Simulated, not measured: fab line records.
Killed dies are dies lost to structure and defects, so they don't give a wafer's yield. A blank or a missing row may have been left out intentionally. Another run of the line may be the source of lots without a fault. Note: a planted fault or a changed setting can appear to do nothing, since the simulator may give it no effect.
2 desks, one fault || flow nand_harc || what lay behind the numbers comes last; until then each desk has only its own

TOOL OWNER'S DESK, litho_track-06
The tool's own readings at NHARC_A_CHANNEL_HOLE_D2_PEB_08 (peb time 65 s): means of the sampled wafers that have a number, for each lot that ran on this tool. The brackets show how far a lot's mean lies from the usual mean; more than 4 standard deviations puts the lot out of limits, marked OUT.
Columns: A = chill_plate_temp_C at NHARC_A_CHANNEL_HOLE_D2_PEB_08, usual 23.02 C; B = heater_power_total_W at NHARC_A_CHANNEL_HOLE_D2_PEB_08, usual 156.6 W
{"lot": "L102", "first seen here": "day 14 03:31", "A": 22.97, "B": 157.0}
{"lot": "L111", "first seen here": "day 17 02:31", "A": 23.02, "B": "169.3 (+31) OUT"}
{"lot": "L110", "first seen here": "day 17 03:50", "A": 23.05, "B": "169.4 (+31) OUT"}
{"lot": "L112", "first seen here": "day 18 03:06", "A": 23.16, "B": "169.5 (+31) OUT"}
{"lot": "L122", "first seen here": "day 22 07:15", "A": 22.94, "B": 156.7}
{"lot": "L124", "first seen here": "day 22 16:10", "A": 22.93, "B": 157.0}
This desk finds L110, L111, L112 out of limits, L111 being first, at day 17 02:31 (heater_power_total_W at NHARC_A_CHANNEL_HOLE_D2_PEB_08). L102, L122, L124 stayed within limits.

AT THE METROLOGY DESK
What the gauges read, lot by lot, whatever tool the lot ran on: means of the sampled wafers that have a number. The brackets show how far a lot's mean lies from the usual mean; more than 4 standard deviations puts the lot out of limits, marked OUT.
Columns: A = cd_nm at NHARC_A_CHANNEL_HOLE_D2_CD_MEAS_10, usual 99.9 nm; B = cd_nm at NHARC_A_CHANNEL_HOLE_D2_CD_MEAS_18, usual 98.8 nm; C = cd_nm at NHARC_A_CHANNEL_HOLE_D2_CD_MEAS_31, usual 89.9 nm
{"lot": "L102", "first seen here": "day 14 03:35", "A": 99.0, "B": 97.7, "C": 88.5}
{"lot": "L111", "first seen here": "day 17 02:36", "A": "95.5 (-8.3) OUT", "B": 94.5, "C": 85.5}
{"lot": "L110", "first seen here": "day 17 03:55", "A": "95.4 (-8.4) OUT", "B": 91.8, "C": 85.8}
{"lot": "L112", "first seen here": "day 18 03:11", "A": "95.0 (-9.3) OUT", "B": 92.2, "C": 87.0}
{"lot": "L113", "first seen here": "day 18 03:34", "A": 100.6, "B": 98.3, "C": 90.8}
{"lot": "L115", "first seen here": "day 19 22:59", "A": 100.1, "B": 100.4, "C": 88.4}
{"lot": "L116", "first seen here": "day 19 23:21", "A": 99.7, "B": 98.0, "C": 88.9}
{"lot": "L120", "first seen here": "day 21 12:35", "A": 100.3, "B": 97.5, "C": 89.0}
{"lot": "L122", "first seen here": "day 22 07:20", "A": 99.9, "B": 100.8, "C": 90.9}
{"lot": "L123", "first seen here": "day 22 08:17", "A": 100.3, "B": 97.6, "C": 88.3}
{"lot": "L124", "first seen here": "day 22 16:15", "A": 99.3, "B": 98.8, "C": 90.4}
This desk finds L110, L111, L112 out of limits, L111 being first, at day 17 02:36 (cd_nm at NHARC_A_CHANNEL_HOLE_D2_CD_MEAS_10). L102, L113, L115, L116, L120, L122, L123, L124 stayed within limits.

BROUGHT TOGETHER
The tool owner's desk could have raised an alarm at day 17 02:31, on L110, L111, L112.
L110, L111, L112 would have let the metrology desk raise an alarm at day 17 02:36.
Of the lots named, all ran NHARC_A_CHANNEL_HOLE_D2_PEB_08 on litho_track-06.

WHAT THE SIMULATOR HAD INSERTED
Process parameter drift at NHARC_A_CHANNEL_HOLE_D2_PEB_08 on litho_track-06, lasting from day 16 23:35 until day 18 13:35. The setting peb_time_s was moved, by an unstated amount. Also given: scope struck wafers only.
Lots struck among those shown: L110, L111, L112.
Hours from the fault's start to each desk's first reading out of limits: the tool owner's desk, 3; the metrology desk, 3.
